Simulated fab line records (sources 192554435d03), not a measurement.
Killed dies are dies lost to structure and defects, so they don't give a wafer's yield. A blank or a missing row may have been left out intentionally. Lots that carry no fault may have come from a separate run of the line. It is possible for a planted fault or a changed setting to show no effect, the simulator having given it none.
Lot-split experiment | flow n5_finfet | on a route of 1938 steps: 7 lots, 39 wafers read

## THE SPLIT
At N5_BEOL_M14_SPUTTER_43 (material TaN, target thk 15 nm, time 24.19 s), the setting target_thk_a was moved away from the recipe's 150 angstrom on 12 of the 39 wafers read, by +17.3% to +59.7%. The other wafers ran this setting at the recipe's value.

## FROM THE SPLIT TO THE READING: what the file shows between them, 4 steps
- N5_BEOL_M14_SPUTTER_44: material Ta, target thk 15 nm, time 24.19 s
- N5_BEOL_M14_SPUTTER_45: material Cu, target thk 100 nm, time 16.67 s
- N5_BEOL_M14_ECD_47: material Cu, target thk 1248 nm
- N5_BEOL_M14_ANNEAL_48: time 90 s

## THE READING
barrier_field_endpoint_s, in s, at N5_BEOL_M14_CMP_49 (polishes, stops on SiO2, t overpolish 5.2 s, target thk 560 nm). A value of 11.41 s with a standard deviation of 0.21 s is what fault-free wafers of this fab line usually give.

wafer  | tool, chamber at the split | target_thk_a as run, angstrom | against the recipe | barrier_field_endpoint_s, s | against lot-mates on the recipe
L084.3 | pvd_sputter-03, -          | 176                           | +17.3%             | 12.09                       | +0.84
L084.4 | pvd_sputter-03, -          | 176                           | +17.3%             | 12.17                       | +0.92
L084.1 | pvd_sputter-03, -          | 150                           | recipe             | 11.28                       | -
L084.2 | pvd_sputter-03, -          | 150                           | recipe             | 11.07                       | -
L084.6 | pvd_sputter-03, -          | 176                           | +17.3%             | 12.29                       | +1.04
L084.5 | pvd_sputter-03, -          | 150                           | recipe             | 11.41                       | -
L085.2 | pvd_sputter-01, -          | 150                           | recipe             | 11.15                       | -
L085.3 | pvd_sputter-01, -          | 223.8                         | +49.2%             | 14.02                       | +2.76
L085.1 | pvd_sputter-01, -          | 150                           | recipe             | 11.26                       | -
L085.4 | pvd_sputter-01, -          | 223.8                         | +49.2%             | 13.92                       | +2.66
L085.6 | pvd_sputter-01, -          | 223.8                         | +49.2%             | 14.25                       | +2.99
L085.5 | pvd_sputter-01, -          | 150                           | recipe             | 11.36                       | -
L087.4 | pvd_sputter-02, -          | 150                           | recipe             | 11.70                       | -
L087.3 | pvd_sputter-02, -          | 239.6                         | +59.7%             | 15.43                       | +3.72
L087.1 | pvd_sputter-02, -          | 239.6                         | +59.7%             | 15.01                       | +3.30
L087.2 | pvd_sputter-02, -          | 150                           | recipe             | 11.79                       | -
L087.6 | pvd_sputter-02, -          | 239.6                         | +59.7%             | 15.05                       | +3.34
L087.5 | pvd_sputter-02, -          | 150                           | recipe             | 11.64                       | -
L088.3 | pvd_sputter-02, -          | 150                           | recipe             | 11.20                       | -
L088.5 | pvd_sputter-02, -          | 150                           | recipe             | 11.16                       | -
L088.6 | pvd_sputter-02, -          | 150                           | recipe             | 11.37                       | -
L091.1 | pvd_sputter-03, -          | 185.7                         | +23.8%             | 12.38                       | +1.23
L091.3 | pvd_sputter-03, -          | 150                           | recipe             | 11.07                       | -
L091.2 | pvd_sputter-03, -          | 150                           | recipe             | 11.28                       | -
L091.4 | pvd_sputter-03, -          | 185.7                         | +23.8%             | 12.33                       | +1.18
L091.6 | pvd_sputter-03, -          | 185.7                         | +23.8%             | 12.44                       | +1.29
L091.5 | pvd_sputter-03, -          | 150                           | recipe             | 11.09                       | -
L082.1 | pvd_sputter-02, -          | 150                           | recipe             | 11.63                       | -
L082.2 | pvd_sputter-02, -          | 150                           | recipe             | 11.36                       | -
L082.4 | pvd_sputter-02, -          | 150                           | recipe             | 11.19                       | -
L082.3 | pvd_sputter-02, -          | 150                           | recipe             | 11.55                       | -
L082.5 | pvd_sputter-02, -          | 150                           | recipe             | 11.49                       | -
L082.6 | pvd_sputter-02, -          | 150                           | recipe             | 11.40                       | -
L093.3 | pvd_sputter-01, -          | 150                           | recipe             | 11.09                       | -
L093.2 | pvd_sputter-01, -          | 150                           | recipe             | 11.32                       | -
L093.4 | pvd_sputter-01, -          | 150                           | recipe             | 11.31                       | -
L093.1 | pvd_sputter-01, -          | 150                           | recipe             | 11.23                       | -
L093.5 | pvd_sputter-01, -          | 150                           | recipe             | 11.29                       | -
L093.6 | pvd_sputter-01, -          | 150                           | recipe             | 11.31                       | -

FIT RESULTS
A straight line over all 39 wafers: barrier_field_endpoint_s changes by +0.0596 s for each +1% of target_thk_a; r = +0.98; the points scatter about the line by 0.23 s.
The same after taking each lot's own level away (the mean of its wafers on the recipe; 39 wafers): +0.0571 s for each +1%; r = +0.99; scatter 0.12 s.
That fit puts the effect of the largest move of target_thk_a on the reading at 3.4 s.
From 11.147 to 11.710 s: that is the span of the lots' own levels, equal to 2.7 times the standard deviation above.
The two slopes agree, so the slope changes little with the lot-to-lot level.
Check: for one of the wafers moved furthest among these (+59.7%), held out of the fit, the line's prediction against its lot-mates is +3.33 s. It came out at +3.72 s against them.

## ADDITIONAL SPLITS CARRIED BY THESE WAFERS
Other splits were also applied to these wafers ahead of the reading. Each is held against what the fit with the lots' levels taken away leaves over:
other split on the same wafers      | wafers away from the commonest value | r with barrier_field_endpoint_s (lot level and that fit taken away)
N5_BEOL_M12_ILD_DEP_00 target_thk_a | 12                                   | +0.14

## THE WHOLE CHAIN: every reading that the file lists as answering this split, in the file's order
step                   | what it does                                                   | reading                                                                            | change (the file's fit)               | r (the file's)
N5_BEOL_M14_SPUTTER_43 | material TaN, target thk 15 nm, time 24.19 s                   | TaN_of_BEOL_M14_SPUTTER_43.thk_nm (the simulator's own value, which no gauge read) | +0.151 nm for each +1% of the setting | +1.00
N5_BEOL_M14_CMP_49     | polishes, stops on SiO2, t overpolish 5.2 s, target thk 560 nm | barrier_field_endpoint_s                                                           | +0.0569 s for each +1% of the setting | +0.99

## FILE'S OWN FIT
barrier_field_endpoint_s changes by +0.0569 s for each +1% of target_thk_a, r = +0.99.
